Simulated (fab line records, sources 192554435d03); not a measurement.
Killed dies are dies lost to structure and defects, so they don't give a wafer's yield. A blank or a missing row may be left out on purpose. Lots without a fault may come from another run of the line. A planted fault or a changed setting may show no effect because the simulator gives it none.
One fault seen from 3 desks | flow n5_finfet | each desk has only its own numbers; what lay behind them comes last

THE TOOL OWNER'S DESK: rie_diel-02
The tool's own readings at N5_MOL_CONTACT_COAG_ETCH_91 (etches SOC in N2/H2, target depth 60 nm, overetch 21 nm, time 101.2 s): means of the sampled wafers that have a number, for each lot that ran on this tool. A lot is out of limits, marked OUT, if its mean lies more than 4 standard deviations from the usual mean; the brackets give that distance. Of its 8 readings 7 are shown: the one that was out of limits first, and those that lie furthest out on some lot.
Columns: A = chamber_pressure_mTorr at N5_MOL_CONTACT_COAG_ETCH_91, usual 30.00 mTorr; B = drypump_motor_current_A at N5_MOL_CONTACT_COAG_ETCH_91, usual 5.5 A; C = n2_flow_sccm at N5_MOL_CONTACT_COAG_ETCH_91, usual 200.0 sccm; D = oes_product_au at N5_MOL_CONTACT_COAG_ETCH_91, usual 0.67 a.u.; E = rf_vpp_V at N5_MOL_CONTACT_COAG_ETCH_91, usual 524.0 V; F = run_length_s at N5_MOL_CONTACT_COAG_ETCH_91, usual 124.4 s; G = showerhead_plenum_p_Torr at N5_MOL_CONTACT_COAG_ETCH_91, usual 2.54 Torr
lot  | first seen here | A     | B   | C     | D    | E     | F               | G
L600 | day 6 06:02     | 30.01 | 5.6 | 199.9 | 0.72 | 524.9 | 124.8           | 2.58
L607 | day 8 15:26     | 29.99 | 5.5 | 199.6 | 0.71 | 525.9 | 124.8           | 2.62
L610 | day 9 09:54     | 30.02 | 5.8 | 199.9 | 0.59 | 524.7 | 145.1 (+43) OUT | 2.54
L612 | day 9 15:14     | 30.04 | 5.8 | 201.2 | 0.62 | 524.2 | 145.1 (+43) OUT | 2.51
This desk's finding: out of limits on L610, L612; first on L610, day 9 09:54 (run_length_s at N5_MOL_CONTACT_COAG_ETCH_91). In limits: L600, L607.

THE DEFECT DESK
What the inspections along the route counted, lot by lot: means of the sampled wafers that have a number. A lot is out of limits, marked OUT, if its mean lies more than 4 standard deviations from the usual mean; the brackets give that distance.
Columns: A = raw_defect_count at N5_MOL_CONTACT_COAG_INSPECT_57, usual 200
lot  | first seen here | A
L595 | day 5 05:51     | 164
L597 | day 5 13:29     | 267
L600 | day 6 05:39     | 146
L604 | day 7 06:13     | 173
L607 | day 8 14:48     | 129
L610 | day 9 08:24     | 164
L612 | day 9 13:01     | 222
L614 | day 9 22:23     | 172
L618 | day 11 03:04    | 225
This desk's finding: nothing out of limits on any of the 9 lots.

THE METROLOGY DESK
What the gauges read, lot by lot, whatever tool the lot ran on: means of the sampled wafers that have a number. A lot is out of limits, marked OUT, if its mean lies more than 4 standard deviations from the usual mean; the brackets give that distance. Of its 10 readings 7 are shown: those that lie furthest out on some lot.
Columns: A = DIBL_N at N5_BEOL_M4_RC_MEAS_101, usual 36.5 mV/V; B = DIBL_P at N5_BEOL_M4_RC_MEAS_101, usual 36.6 mV/V; C = IOFF_P at N5_BEOL_M4_RC_MEAS_101, usual 0.21 nA/um; D = ION_N at N5_BEOL_M4_RC_MEAS_101, usual 674 uA/um; E = ION_P at N5_BEOL_M4_RC_MEAS_101, usual 460 uA/um; F = SS_P at N5_BEOL_M4_RC_MEAS_101, usual 73.4 mV/dec; G = VT_P at N5_BEOL_M4_RC_MEAS_101, usual -250 mV
lot  | first seen here | A    | B    | C    | D   | E   | F    | G
L595 | day 8 10:10     | 34.4 | 33.0 | 0.20 | 681 | 470 | 72.8 | -249
L597 | day 8 10:22     | 36.3 | 36.4 | 0.21 | 665 | 454 | 74.1 | -252
L600 | day 9 04:07     | 36.1 | 35.4 | 0.21 | 669 | 459 | 73.5 | -249
L604 | day 9 22:53     | 36.3 | 35.9 | 0.19 | 679 | 459 | 72.9 | -253
L607 | day 11 02:14    | 38.0 | 38.3 | 0.20 | 679 | 457 | 74.0 | -254
L610 | day 12 01:44    | 36.8 | 37.5 | 0.21 | 674 | 460 | 73.8 | -250
L612 | day 12 05:50    | 36.8 | 36.8 | 0.18 | 669 | 450 | 73.0 | -255
L614 | day 12 22:46    | 35.8 | 35.2 | 0.17 | 676 | 458 | 72.7 | -254
L618 | day 13 20:43    | 35.7 | 35.4 | 0.20 | 661 | 454 | 72.3 | -251
This desk's finding: nothing out of limits on any of the 9 lots.

PUT TOGETHER
The tool owner's desk could have raised an alarm at day 9 09:54, on L610, L612.
The defect desk saw nothing out of limits.
The metrology desk saw nothing out of limits.
The defect desk has L610, L612 on record, within its limits.
The metrology desk has L610, L612 on record, within its limits.
Of the lots named, all ran N5_MOL_CONTACT_COAG_ETCH_91 on rie_diel-02.

WHAT THE SIMULATOR HAD PUT IN
Process parameter drift: rie_diel-02, from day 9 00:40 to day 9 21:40, at N5_MOL_CONTACT_COAG_ETCH_91. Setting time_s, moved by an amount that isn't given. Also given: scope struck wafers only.
Lots struck among those shown: L610, L612.
Hours from the fault's start to each desk's first reading out of limits: the tool owner's desk, 9.
